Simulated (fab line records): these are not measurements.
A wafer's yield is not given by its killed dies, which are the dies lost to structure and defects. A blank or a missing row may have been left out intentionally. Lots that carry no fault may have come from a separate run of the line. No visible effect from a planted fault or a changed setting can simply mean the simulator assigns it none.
Split-lot experiment | flow n5-finfet | 21 wafers read across 7 lots, on a route 1938 steps long

## THE SPLIT
At N5_BEOL_M8_TRENCH_ETCH_37 (etches SiCOH lowk in C4F6/O2, target depth 93.478 nm, time 31.2 s), the setting source-w was moved away from the recipe's 345 W on 8 of the 21 wafers read, by -10.9% to +15.3%. This setting was run at the recipe's value on the other wafers.

## FROM THE SPLIT TO THE READING: what the file shows between them, 2 steps
- N5_BEOL_M8_ETCH_41: etches SiCN in CH3F/O2, target depth 31.9 nm, time 57.8 s
- N5_BEOL_M8_STRIP_80: strips in N2/H2, time 10 s

## THE READING
trench-depth-nm, in nm, at N5_BEOL_M8_OCD_MEAS_38. On this fab line, fault-free wafers typically give 93.6 nm with a standard deviation of 1.5 nm.

wafer  | tool, chamber at the split | source-w as run, W | against the recipe | trench-depth-nm, nm | against lot-mates on the recipe
L074.2 | rie-diel-02, 2             | 307.3              | -10.9%             | 91.8                | -2.9
L074.4 | rie-diel-02, 1             | 307.3              | -10.9%             | 89.2                | -5.5
L074.6 | rie-diel-02, 2             | 345                | recipe             | 94.7                | -
L077.1 | rie-diel-02, 1             | 345                | recipe             | 91.9                | -
L077.4 | rie-diel-02, 0             | 345                | recipe             | 94.2                | -
L077.6 | rie-diel-02, 3             | 345                | recipe             | 90.2                | -
L078.1 | rie-diel-06, 0             | 345                | recipe             | 91.7                | -
L078.2 | rie-diel-06, 1             | 397.9              | +15.3%             | 97.4                | +5.7
L078.4 | rie-diel-06, 2             | 397.9              | +15.3%             | 97.7                | +6.0
L082.1 | rie-diel-06, 1             | 345                | recipe             | 94.0                | -
L082.2 | rie-diel-06, 3             | 345                | recipe             | 94.1                | -
L082.3 | rie-diel-06, 0             | 310.3              | -10.1%             | 89.2                | -4.8
L083.2 | rie-diel-02, 0             | 312.4              | -9.4%              | 90.4                | no lot-mate on the recipe
L083.5 | rie-diel-02, 2             | 312.4              | -9.4%              | 90.5                | no lot-mate on the recipe
L083.6 | rie-diel-02, 1             | 312.4              | -9.4%              | 88.4                | no lot-mate on the recipe
L087.1 | rie-diel-04, 3             | 345                | recipe             | 93.7                | -
L087.2 | rie-diel-04, 2             | 345                | recipe             | 93.4                | -
L087.4 | rie-diel-04, 1             | 345                | recipe             | 95.4                | -
L093.1 | rie-diel-02, 3             | 345                | recipe             | 94.0                | -
L093.3 | rie-diel-02, 0             | 345                | recipe             | 95.4                | -
L093.5 | rie-diel-02, 1             | 345                | recipe             | 94.3                | -

THE FIT
A straight line over all 21 wafers: trench-depth-nm changes by +0.311 nm for each +1% of source-w; r = +0.85; the points scatter about the line by 1.4 nm.
The same after taking each lot's own level away (the mean of its wafers on the recipe; 18 wafers): +0.395 nm for each +1%; r = +0.94; scatter 0.99 nm.
The reading moves by 6.1 nm for the largest change in source-w, on that fit.
From 91.70 to 94.70 nm: that is the span of the lots' own levels, equal to 2.0 times the standard deviation above.
In other words, the slope is changed by the lot-to-lot level; the two fits disagree.
Check: +6.15 nm against its lot-mates is what the line predicts for one of the wafers moved furthest among these (+15.3%) when that wafer is left out of the fit. Against them it came out at +5.7 nm.
Tool readings at the split's step, against how far the setting was moved: rf-vpp-V r = -0.97.

## THE WHOLE CHAIN: every reading that the file lists as answering this split, in the file's order
step                      | what it does                                                      | reading                                                                   | change (the file's fit)               | r (the file's)
N5_BEOL_M8_TRENCH_ETCH_37 | etches SiCOH lowk in C4F6/O2, target depth 93.478 nm, time 31.2 s | rf-vpp-V                                                                  | -3.06 V for each +1% of the setting   | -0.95
N5_BEOL_M8_TRENCH_ETCH_37 | etches SiCOH lowk in C4F6/O2, target depth 93.478 nm, time 31.2 s | etch.depth-nm (the simulator's own value, which no gauge read)            | +0.407 nm for each +1% of the setting | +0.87
N5_BEOL_M8_TRENCH_ETCH_37 | etches SiCOH lowk in C4F6/O2, target depth 93.478 nm, time 31.2 s | BEOL_M8.feature-depth-nm (the simulator's own value, which no gauge read) | +0.41 nm for each +1% of the setting  | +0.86
N5_BEOL_M8_OCD_MEAS_38    |                                                                   | trench-depth-nm                                                           | +0.404 nm for each +1% of the setting | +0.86

## FILE'S OWN FIT
trench-depth-nm changes by +0.404 nm for each +1% of source-w, r = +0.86.
